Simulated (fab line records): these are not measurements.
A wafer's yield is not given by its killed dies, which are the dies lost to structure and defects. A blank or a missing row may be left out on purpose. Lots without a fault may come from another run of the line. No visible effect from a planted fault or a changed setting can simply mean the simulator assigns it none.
Split-lot study    flow n5_finfet    on a route of 1938 steps: 7 lots, 39 wafers read

SPLIT DETAILS
At N5_PASSIVATION_PASS_ETCH_74 (etches SiNx in CF4/O2, target depth 220 nm, time 110 s), the setting target_depth_a was moved away from the recipe's 2200 angstrom on 18 of the 39 wafers read, by -50.7% to +58.0%. The other wafers ran this setting at the recipe's value.

FROM THE SPLIT TO THE READING: what the file shows between them, 2 steps
- N5_PASSIVATION_VIA_ETCH_13: etches SiO2 in CHF3/O2, target depth 660 nm, time 330 s
- N5_PASSIVATION_STRIP_14: strips in O2

THE READING
TV_OPEN.cd_offset_nm (the simulator's own value, which no gauge read), in nm, at N5_PASSIVATION_ETCH_15 (etches SiCN in CF4/N2, target depth 75 nm, time 81.2 s). There is no usual value for it anywhere in the file. Across the 21 wafers here that went through the recipe, the average is 2.0 nm and the standard deviation 0.45 nm.

wafer   tool, chamber at the split  target_depth_a as run, angstrom  against the recipe  TV_OPEN.cd_offset_nm, nm  against lot-mates on the recipe
L074.1  rie_diel-06, 3              1535                             -30.2%              5.2                       +3.1
L074.6  rie_diel-06, 3              1535                             -30.2%              5.2                       +3.1
L074.2  rie_diel-06, 2              2200                             recipe              2.8                       -
L074.3  rie_diel-06, 1              1535                             -30.2%              4.8                       +2.7
L074.4  rie_diel-06, 1              2200                             recipe              1.8                       -
L074.5  rie_diel-06, 2              2200                             recipe              1.8                       -
L076.1  rie_diel-03, 0              2200                             recipe              2.6                       -
L076.2  rie_diel-03, 1              1085                             -50.7%              6.6                       +4.5
L076.3  rie_diel-03, 2              1085                             -50.7%              6.8                       +4.7
L076.4  rie_diel-03, 3              1085                             -50.7%              7.2                       +5.1
L076.5  rie_diel-03, 1              2200                             recipe              1.8                       -
L076.6  rie_diel-03, 2              2200                             recipe              2                         -
L077.1  rie_diel-06, 2              3130                             +42.3%              -2                        -3.9
L077.2  rie_diel-06, 3              2200                             recipe              2.6                       -
L077.3  rie_diel-06, 0              2200                             recipe              1.8                       -
L077.4  rie_diel-06, 1              2200                             recipe              1.2                       -
L077.5  rie_diel-06, 2              3130                             +42.3%              -1.4                      -3.3
L077.6  rie_diel-06, 1              3130                             +42.3%              -2.8                      -4.7
L078.1  rie_diel-01, 1              2200                             recipe              1.8                       -
L078.2  rie_diel-01, 0              2200                             recipe              2.2                       -
L078.5  rie_diel-01, 2              2200                             recipe              2                         -
L091.1  rie_diel-01, 2              3475                             +58.0%              -3.8                      -5.7
L091.2  rie_diel-01, 0              2200                             recipe              2.8                       -
L091.3  rie_diel-01, 3              2200                             recipe              1.6                       -
L091.4  rie_diel-01, 1              3475                             +58.0%              -3.4                      -5.3
L091.6  rie_diel-01, 1              3475                             +58.0%              -3.4                      -5.3
L091.5  rie_diel-01, 2              2200                             recipe              1.4                       -
L093.1  rie_diel-03, 3              2200                             recipe              2.4                       -
L093.2  rie_diel-03, 1              1556                             -29.3%              4.8                       +3.0
L093.3  rie_diel-03, 2              1556                             -29.3%              5                         +3.2
L093.5  rie_diel-03, 3              1556                             -29.3%              5                         +3.2
L093.4  rie_diel-03, 0              2200                             recipe              1.6                       -
L093.6  rie_diel-03, 0              2200                             recipe              1.4                       -
L095.1  rie_diel-03, 1              3401                             +54.6%              -3                        -5.3
L095.2  rie_diel-03, 0              2200                             recipe              2.2                       -
L095.6  rie_diel-03, 2              2200                             recipe              2.2                       -
L095.3  rie_diel-03, 3              3401                             +54.6%              -2.4                      -4.7
L095.4  rie_diel-03, 2              2200                             recipe              2.4                       -
L095.5  rie_diel-03, 1              3401                             +54.6%              -3.8                      -6.1

THE FIT
A straight line over all 39 wafers: TV_OPEN.cd_offset_nm changes by -0.096 nm for each +1% of target_depth_a; r = -0.99; the points scatter about the line by 0.43 nm.
The same after taking each lot's own level away (the mean of its wafers on the recipe; 39 wafers): -0.0959 nm for each +1%; r = -0.99; scatter 0.42 nm.
Per that fit: largest target_depth_a move, reading shift of 5.6 nm.
The lots' own levels span 1.80 to 2.27 nm, that is 1.0 times the standard deviation above.
Consequently the slope shifts little with the lot-to-lot level, the two slopes agreeing.
Check: with one of the wafers moved furthest among these (+58.0%) left out of the fit, the line predicts -5.51 nm for it against its lot-mates. Against them it came out at -5.73 nm.

FURTHER SPLITS ON THESE WAFERS
Note: prior to the reading, these wafers also went through further splits. Each is held against what the fit with the lots' levels taken away leaves over:
other split on the same wafers       wafers away from the commonest value  r with TV_OPEN.cd_offset_nm (lot level and that fit taken away)
N5_BEOL_M11_ILD_DEP_00 target_thk_a  9                                     +0.21
N5_BEOL_M11_CVD_75 target_thk_a      15                                    -0.06
N5_BEOL_M15_TRENCH_ETCH_34 time_s    12                                    +0.05

THE WHOLE CHAIN: every reading that the file lists as answering this split, in the file's order
step                         what it does                                             reading                                                                change (the file's fit)                 r (the file's)
N5_PASSIVATION_PASS_ETCH_74  etches SiNx in CF4/O2, target depth 220 nm, time 110 s   etch.depth_nm (the simulator's own value, which no gauge read)         +2.18 nm for each +1% of the setting    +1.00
N5_PASSIVATION_PASS_ETCH_74  etches SiNx in CF4/O2, target depth 220 nm, time 110 s   TV_OPEN.cd_offset_nm (the simulator's own value, which no gauge read)  -0.0933 nm for each +1% of the setting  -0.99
N5_PASSIVATION_VIA_ETCH_13   etches SiO2 in CHF3/O2, target depth 660 nm, time 330 s  TV_OPEN.cd_offset_nm (the simulator's own value, which no gauge read)  -0.0954 nm for each +1% of the setting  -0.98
N5_PASSIVATION_ETCH_15       etches SiCN in CF4/N2, target depth 75 nm, time 81.2 s   TV_OPEN.cd_offset_nm (the simulator's own value, which no gauge read)  -0.0958 nm for each +1% of the setting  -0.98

THE FILE'S OWN FIT
TV_OPEN.cd_offset_nm changes by -0.0958 nm for each +1% of target_depth_a, r = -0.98.
